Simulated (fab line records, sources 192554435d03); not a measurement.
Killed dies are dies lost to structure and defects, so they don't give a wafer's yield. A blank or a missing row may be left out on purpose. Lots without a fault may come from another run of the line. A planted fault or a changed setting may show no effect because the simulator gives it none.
Which tool did it? | flow n5_finfet | 9 lots, 26 wafers sampled, at 6 steps of a route of 1938

WHAT THE GAUGES READ, wafer by wafer
N5_BEOL_M0_SAQP_CD_MEAS_40: target cd 30 nm. Usual: cd_nm 29.98 nm, standard deviation 0.25.
lot  | measured     | on        | cd_nm (nm)        | flag
L478 | day 6 02:42  | cd_sem-02 | 30.14 30.13 30.54 |
L482 | day 6 23:20  | cd_sem-02 | 30.19 29.55 29.92 |
L486 | day 7 22:31  | cd_sem-03 | 30.36 29.81 29.98 |
L489 | day 8 17:16  | cd_sem-02 | 29.89 30.22       |
L492 | day 9 13:03  | cd_sem-01 | 30.33 30.02 30.25 |
L495 | day 10 09:16 | cd_sem-02 | 30.07 29.90 29.91 |
L496 | day 10 10:31 | cd_sem-02 | 25.12 30.01 25.13 | OFF
L497 | day 10 19:48 | cd_sem-01 | 29.70 29.94 29.56 |
L498 | day 10 23:38 | cd_sem-01 | 30.34 29.94 25.48 | OFF

N5_BEOL_M4_RC_MEAS_101. Usual: DIBL_N 36.0 mV/V, standard deviation 2.2; DIBL_P 36.2 mV/V, standard deviation 2.4; IOFF_N 0.16 nA/um, standard deviation 0.035; IOFF_P 0.21 nA/um, standard deviation 0.037; ION_N 672 uA/um, standard deviation 13; ION_P 461 uA/um, standard deviation 7; SS_N 71.4 mV/dec, standard deviation 0.69; SS_P 73.2 mV/dec, standard deviation 0.75; VT_N 250 mV, standard deviation 3.4; VT_P -251 mV, standard deviation 3.
lot  | measured     | on        | DIBL_N (mV/V)  | DIBL_P (mV/V)  | IOFF_N (nA/um) | IOFF_P (nA/um) | ION_N (uA/um) | ION_P (uA/um) | SS_N (mV/dec)  | SS_P (mV/dec)  | VT_N (mV)   | VT_P (mV)      | flag
L478 | day 9 15:42  | prober-02 | 33.4 30.8 33.7 | 33.8 32.2 34.7 | 0.13 0.10 0.14 | 0.17 0.16 0.19 | 678 659 679   | 460 462 465   | 70.8 70.2 70.8 | 72.1 72.1 72.4 | 252 257 249 | -251 -254 -253 |
L482 | day 10 20:53 | prober-02 | 37.0 36.6 34.1 | 39.5 38.0 35.2 | 0.18 0.17 0.13 | 0.26 0.23 0.19 | 667 674 660   | 465 460 463   | 72.0 71.6 71.6 | 74.1 74.1 72.9 | 252 248 254 | -250 -251 -254 |
L486 | day 11 21:04 | prober-02 | 40.6 37.0 39.7 | 41.8 38.9 41.3 | 0.22 0.14 0.20 | 0.27 0.20 0.24 | 697 661 671   | 467 457 457   | 72.3 71.7 72.9 | 74.2 73.3 74.5 | 246 254 247 | -247 -249 -249 |
L489 | day 12 07:36 | prober-02 | 37.4 40.8      | 37.5 40.8      | 0.16 0.24      | 0.22 0.28      | 669 692       | 457 470       | 71.3 72.7      | 73.8 74.1      | 252 244     | -249 -248      |
L492 | day 13 11:36 | prober-02 | 35.1 35.3 35.8 | 36.3 35.5 37.0 | 0.15 0.15 0.16 | 0.22 0.19 0.23 | 664 677 677   | 461 457 463   | 71.1 70.9 71.8 | 73.1 73.1 73.0 | 248 251 250 | -250 -252 -248 |
L495 | day 13 16:46 | prober-01 | 40.9 38.3 38.9 | 41.1 37.2 38.2 | 0.26 0.18 0.20 | 0.30 0.23 0.24 | 700 689 691   | 476 466 462   | 72.6 71.8 71.8 | 75.2 73.6 74.7 | 243 249 249 | -247 -251 -249 |
L496 | day 14 10:21 | prober-02 | 33.6           | 33.7           | 0.11           | 0.16           | 645           | 447           | 70.1           | 71.8           | 254         | -254           |
L497 | day 14 04:13 | prober-01 | 36.3 36.5 39.1 | 35.8 36.5 39.1 | 0.16 0.16 0.21 | 0.18 0.19 0.23 | 681 684 696   | 460 460 462   | 71.5 71.9 71.9 | 72.7 73.1 73.3 | 248 253 245 | -254 -252 -251 |
L498 | day 14 21:56 | prober-02 | 36.0 39.7      | 34.2 38.0      | 0.14 0.20      | 0.21 0.28      | 677 687       | 467 476       | 71.6 71.6      | 73.0 73.2      | 251 247     | -244 -243      |

WHICH TOOL RAN EACH LOT (tool, then ch and the chambers of the sampled wafers, then the start)
lot  | N5_BEOL_M0_SAQP_ETCH_101           | N5_BEOL_M0_SAQP_ETCH_107           | N5_BEOL_M0_SAQP_RECESS_109         | N5_BEOL_M0_SAQP_EXPOSE_37
L478 | rie_diel-01 ch 0,2,3, day 5 23:46  | rie_diel-02 ch 0,1,3, day 6 00:43  | vapor_etch-01 ch 0,1, day 6 00:49  | euv_scanner-02 ch 0, day 6 02:34
L482 | rie_diel-02 ch 0,2,3, day 6 20:11  | rie_diel-02 ch 0,3, day 6 22:02    | vapor_etch-02 ch 0,1, day 6 22:08  | euv_scanner-01 ch 0, day 6 23:12
L486 | rie_diel-01 ch 0,1,2, day 7 20:22  | rie_diel-05 ch 0,1,2, day 7 21:05  | vapor_etch-01 ch 0,1, day 7 21:11  | euv_scanner-02 ch 0, day 7 22:23
L489 | rie_diel-05 ch 0,1, day 8 15:14    | rie_diel-02 ch 1,3, day 8 15:59    | vapor_etch-02 ch 0, day 8 16:07    | euv_scanner-02 ch 0, day 8 17:09
L492 | rie_diel-02 ch 0,2,3, day 9 10:28  | rie_diel-02 ch 1,3, day 9 11:38    | vapor_etch-02 ch 1, day 9 11:44    | euv_scanner-01 ch 0, day 9 12:55
L495 | rie_diel-05 ch 0,1,2, day 10 06:26 | rie_diel-02 ch 1,3, day 10 07:16   | vapor_etch-02 ch 0,1, day 10 07:22 | euv_scanner-01 ch 0, day 10 09:08
L496 | rie_diel-02 ch 1,2,3, day 10 08:22 | rie_diel-02 ch 0,1,2, day 10 09:05 | vapor_etch-01 ch 0,1, day 10 09:11 | euv_scanner-02 ch 0, day 10 10:22
L497 | rie_diel-01 ch 1,2,3, day 10 17:38 | rie_diel-02 ch 0,1,3, day 10 18:22 | vapor_etch-02 ch 0,1, day 10 18:31 | euv_scanner-01 ch 0, day 10 19:41
L498 | rie_diel-02 ch 1,3, day 10 21:19   | rie_diel-05 ch 0,1, day 10 22:08   | vapor_etch-01 ch 0,1, day 10 22:14 | euv_scanner-02 ch 0, day 10 23:30
- N5_BEOL_M0_SAQP_ETCH_101: etches SiNx in CH3F/O2, target depth 29.9 nm, time 42.7 s.
- N5_BEOL_M0_SAQP_ETCH_107: etches SiNx in CH3F/O2, target depth 30 nm.
- N5_BEOL_M0_SAQP_RECESS_109: chemistry HF/NH3, target SiO2, target depth 3 nm, afs cycles 1, sublimation time 60 s.
- N5_BEOL_M0_SAQP_EXPOSE_37: exposes mask M0 CUT1, target cd 30 nm.

WHAT THE TOOLS THEMSELVES READ (means of the sampled wafers that have a number; where no wafer has one, the mark that the record gives instead)
N5_BEOL_M0_SAQP_ETCH_101. Usual: drypump_motor_current_A 5.9 A, standard deviation 0.36; oes_product_au 0.80 a.u., standard deviation 0.096; rf_vpp_V 299 V, standard deviation 5; showerhead_plenum_p_Torr 2.04 Torr, standard deviation 0.06; throttle_valve_pct 16.44 %, standard deviation 0.21.
lot  | tool        | drypump_motor_current_A (A) | oes_product_au (a.u.) | rf_vpp_V (V) | showerhead_plenum_p_Torr (Torr) | throttle_valve_pct (%) | flag
L478 | rie_diel-01 | 6.0                         | 0.83                  | 301          | 1.99                            | 16.48                  |
L482 | rie_diel-02 | 6.0                         | 0.79                  | 296          | 2.06                            | 16.38                  |
L486 | rie_diel-01 | 6.0                         | 0.75                  | 296          | 1.99                            | 16.66                  |
L489 | rie_diel-05 | 6.1                         | 0.73                  | 304          | 2.02                            | 16.45                  |
L492 | rie_diel-02 | 6.0                         | 0.77                  | 296          | 2.05                            | 16.41                  |
L495 | rie_diel-05 | 5.7                         | 0.72                  | 300          | 1.99                            | 16.42                  |
L496 | rie_diel-02 | 6.0                         | 0.83                  | 298          | 2.05                            | 16.23                  |
L497 | rie_diel-01 | 5.9                         | 0.92                  | 295          | 2.07                            | 16.29                  |
L498 | rie_diel-02 | 5.9                         | 0.90                  | 298          | 2.08                            | 16.20                  |

N5_BEOL_M0_SAQP_ETCH_107. Usual: drypump_motor_current_A 5.8 A, standard deviation 0.39; oes_product_au 0.77 a.u., standard deviation 0.089; rf_vpp_V 299 V, standard deviation 5.1; showerhead_plenum_p_Torr 2.03 Torr, standard deviation 0.062; throttle_valve_pct 16.45 %, standard deviation 0.2.
lot  | tool        | drypump_motor_current_A (A) | oes_product_au (a.u.) | rf_vpp_V (V) | showerhead_plenum_p_Torr (Torr) | throttle_valve_pct (%) | flag
L478 | rie_diel-02 | 5.8                         | 0.79                  | 298          | 2.09                            | 16.46                  |
L482 | rie_diel-02 | 5.7                         | 0.81                  | 297          | 2.09                            | 16.54                  |
L486 | rie_diel-05 | 5.7                         | 0.74                  | 300          | 2.00                            | 16.39                  |
L489 | rie_diel-02 | 6.0                         | 0.93                  | 296          | 2.09                            | 16.16                  |
L492 | rie_diel-02 | 5.9                         | 0.91                  | 298          | 2.08                            | 16.18                  |
L495 | rie_diel-02 | 6.1                         | 0.89                  | 295          | 2.09                            | 16.19                  |
L496 | rie_diel-02 | 5.8                         | 0.77                  | 300          | 2.03                            | 16.42                  |
L497 | rie_diel-02 | 5.8                         | 0.84                  | 297          | 2.08                            | 16.38                  |
L498 | rie_diel-05 | 6.0                         | 0.72                  | 304          | 2.01                            | 16.43                  |

N5_BEOL_M0_SAQP_RECESS_109. Usual: drypump_motor_current_A 5.6 A, standard deviation 0.33.
lot  | tool          | drypump_motor_current_A (A) | flag
L478 | vapor_etch-01 | 5.6                         |
L482 | vapor_etch-02 | 5.4                         |
L486 | vapor_etch-01 | 5.5                         |
L489 | vapor_etch-02 | 5.2                         |
L492 | vapor_etch-02 | 5.9                         |
L495 | vapor_etch-02 | 5.4                         |
L496 | vapor_etch-01 | 5.7                         |
L497 | vapor_etch-02 | 5.4                         |
L498 | vapor_etch-01 | 5.7                         |

N5_BEOL_M0_SAQP_EXPOSE_37. Usual: exposure_dose_mJ_cm2 44.70, standard deviation 0.096.
lot  | tool           | exposure_dose_mJ_cm2 | flag
L478 | euv_scanner-02 | 44.66                |
L482 | euv_scanner-01 | 44.84                |
L486 | euv_scanner-02 | 44.63                |
L489 | euv_scanner-02 | 44.56                |
L492 | euv_scanner-01 | 44.76                |
L495 | euv_scanner-01 | 44.78                |
L496 | euv_scanner-02 | 44.68                |
L497 | euv_scanner-01 | 44.78                |
L498 | euv_scanner-02 | 44.59                |

THE ANSWER, worked out from the rows above alone
Rule: a lot is off if the mean of its wafers that have a number lies more than 3 standard deviations from the usual mean. A lot without any number at a reading at which 4 lots or more have one is off too. The other lots that the step has rows for count as sound. The gauges are gone through in route order, then the tools' own readings, and for those a lot's mean is taken as printed above. The first step at which some lot is off is used, and at that step the reading that is off furthest; a lot without a number counts as furthest.
Off: L496, L498, at N5_BEOL_M0_SAQP_CD_MEAS_40 (cd_nm).
A tool fits if, at a process step before that reading, it ran every lot that is off, and no sound lot after the first of them. The gauges at N5_BEOL_M0_SAQP_CD_MEAS_40 are tried like those tools. Can't be told from this: 3 tools fit, rie_diel-02 at N5_BEOL_M0_SAQP_ETCH_101, vapor_etch-01 at N5_BEOL_M0_SAQP_RECESS_109, euv_scanner-02 at N5_BEOL_M0_SAQP_EXPOSE_37.

WHAT THE SIMULATOR HAD PUT IN
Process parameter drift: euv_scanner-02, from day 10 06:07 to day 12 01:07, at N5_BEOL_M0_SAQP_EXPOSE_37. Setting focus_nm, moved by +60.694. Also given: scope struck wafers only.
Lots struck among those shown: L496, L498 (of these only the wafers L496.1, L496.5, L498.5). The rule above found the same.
